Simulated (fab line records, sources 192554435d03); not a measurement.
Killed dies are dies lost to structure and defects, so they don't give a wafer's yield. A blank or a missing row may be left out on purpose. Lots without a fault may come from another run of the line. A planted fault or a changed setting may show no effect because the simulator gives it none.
Chamber matching | flow n5_finfet | N5_HKMG_FIN_ALD_71 on ald_metal-04: 4 sister chambers
The step deposits TiN, target thk 1 nm, pulse time 1 s, purge time 3 s. 8 wafers are shown with their chamber, then 12 later ones without.

WAFERS WITH THEIR CHAMBER
wafer  | chamber | heater_power_w (W) | precursor_pulse_height_rel
L086.5 | 0       | 804                | 1.007
L086.6 | 3       | 640                | 1.005
L089.3 | 3       | 635                | 0.985
L089.4 | 1       | 1011               | 0.985
L089.5 | 2       | 969                | 1.026
L091.1 | 0       | 800                | 0.968
L091.2 | 1       | 1064               | 1.010
L091.4 | 2       | 947                | 1.011

WAFERS WITHOUT THEIR CHAMBER
wafer  | heater_power_w (W) | precursor_pulse_height_rel
L092.3 | 1036               | 1.020
L092.5 | 1101               | 1.009
L092.6 | 785                | 0.999
L093.1 | 639                | 1.016
L093.3 | 1062               | 1.040
L093.4 | 962                | 0.975
L094.1 | 961                | 1.013
L094.3 | 1059               | 1.036
L094.4 | 789                | 0.979
L095.2 | 1057               | 1.004
L095.3 | 944                | 1.026
L095.4 | 653                | 1.012

WHICH CHAMBER EACH WENT THROUGH
wafer  | from the rows above     | in truth
L092.3 | 1                       | 1
L092.5 | 1                       | 1
L092.6 | 0                       | 0
L093.1 | 3                       | 3
L093.3 | 1                       | 1
L093.4 | can't be placed: 2 or 1 | 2
L094.1 | 2                       | 2
L094.3 | 1                       | 1
L094.4 | 0                       | 0
L095.2 | 1                       | 1
L095.3 | 2                       | 2
L095.4 | 3                       | 3
Placed correctly: 11 of 12. Can't be placed from these rows: 1 (the true chamber is among the candidates in 1). Placed wrongly: 0.
How it was worked out, from the rows above alone: a wafer's distance from a chamber is the root of the sum, over the readings, of the square of ((its reading less the chamber's mean) divided by the reading's scatter). The wafer belongs to the nearest chamber; if the next one is less than 2 further off, it can't be placed. A chamber's mean is the mean of its shown wafers. The scatter: the root of (the sum of the squares of (reading less its chamber's mean) over the shown wafers, divided by (wafers less chambers)).
